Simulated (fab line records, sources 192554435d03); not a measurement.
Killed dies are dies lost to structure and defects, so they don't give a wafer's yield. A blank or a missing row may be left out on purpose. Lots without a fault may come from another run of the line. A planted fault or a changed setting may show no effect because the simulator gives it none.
Problem report in the 8D (eight disciplines) form, filled by code | flow n5_finfet | the parts of the form that need people (team, actions taken, sign-off) are left out

1. THE PROBLEM
raw_defect_count at N5_BEOL_M9_INSPECT_13 reads a mean of 1055 on 6 wafers of 2 lots; wafers without a fault read 400 with a standard deviation of 99. That is +6.6 standard deviations from the usual mean.
The step: inspects for defects (brightfield).
First seen on wafer L691.1, day 15 01:54, on defect_inspect-02. The record holds 29 wafers of 10 lots with a number at this step. Rule for "out", or "out of limits": more than 4 standard deviations from the usual mean. The other wafers with a number count as sound.

2. WHAT IT IS AND WHAT IT IS NOT
question                    | is                     | is not
which readings at this step | raw_defect_count       | -
which lots                  | L691, L692             | L684, L686, L688, L696, L698, L704, L706, L707
which wafers of those lots  | all that have a number | -
read on which gauges        | defect_inspect-02      | defect_inspect-01
when                        | from day 15 01:54      | up to then (9 sound wafers); but 14 sound wafers of L696, L698, L704, L706, L707 came after

3. SUSPECTS, AND WHAT RULES EACH OUT
Counting: a tool at a process step up to the reading stays a suspect if it ran every lot that is out and no sound lot after the first of them.
- the gauge at N5_BEOL_M9_INSPECT_13: ruled out. All the wafers that are out were read on defect_inspect-02, but those of them that N5_PASSIVATION_PROBE_49 has rows for are out there too, on other tools.
- pecvd-04 at N5_BEOL_M9_ILD_DEP_00 (deposits SiCOH lowk from DEMS/porogen, target thk 308.51 nm, time 58 s): ruled out as a lasting fault. Sound lots L704, L706, L707 ran on it after its first lot that is out, L691 (day 14 23:35).
Left after counting: nothing in the record.

4. THE CAUSE (what the simulator had put in)
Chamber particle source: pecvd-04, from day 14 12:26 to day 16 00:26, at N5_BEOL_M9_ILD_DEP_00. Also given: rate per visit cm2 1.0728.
Counting ruled it out, wrongly: the rule takes a fault to strike every lot that its tool runs from its start on, and this one did not.

5. THE CHAIN OF EFFECTS, in route order
Each row: a reading whose mean over the struck wafers that have a number lies more than 3 standard deviations from the usual. Only readings for which the record gives a usual standard deviation are gone through. hours: the time from each lot's start at the first step in this table that gives one to its start at this step, as a median over the lots. sigmas: the change in usual standard deviations.
hours | step                    | reading              | usual  | on struck wafers | change | sigmas
0     | N5_BEOL_M9_INSPECT_13   | raw_defect_count     | 400    | 1055             | +655   | +6.6
66    | N5_PASSIVATION_PROBE_49 | defect_limited_yield | 91.1 % | 80.7             | -10.4  | -7.5
66    | N5_PASSIVATION_PROBE_49 | killed_at_M4_up      | 15     | 145              | +130   | +24
66    | N5_PASSIVATION_PROBE_49 | killed_dies          | 105    | 228              | +124   | +7.3
66    | N5_PASSIVATION_PROBE_49 | sort_bin_5_function  | 5.2 %  | 12.3             | +7.1   | +7.3
66    | N5_PASSIVATION_PROBE_49 | sort_n_pass          | 1075   | 952              | -124   | -7.3
66    | N5_PASSIVATION_PROBE_49 | sort_yield_pct       | 91.1 % | 80.7             | -10.4  | -7.5
The process steps in it:
- N5_PASSIVATION_PROBE_49

6. WHAT WOULD HAVE CAUGHT IT SOONER
In this record the first reading out of limits at a measuring or inspecting step was taken at day 15 01:54, 13 hours after the fault began at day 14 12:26.
Of the tool readings at N5_BEOL_M9_ILD_DEP_00 for which the record gives a usual standard deviation, none was out on any struck wafer, so an alarm limit of 4 standard deviations on them would not have fired.
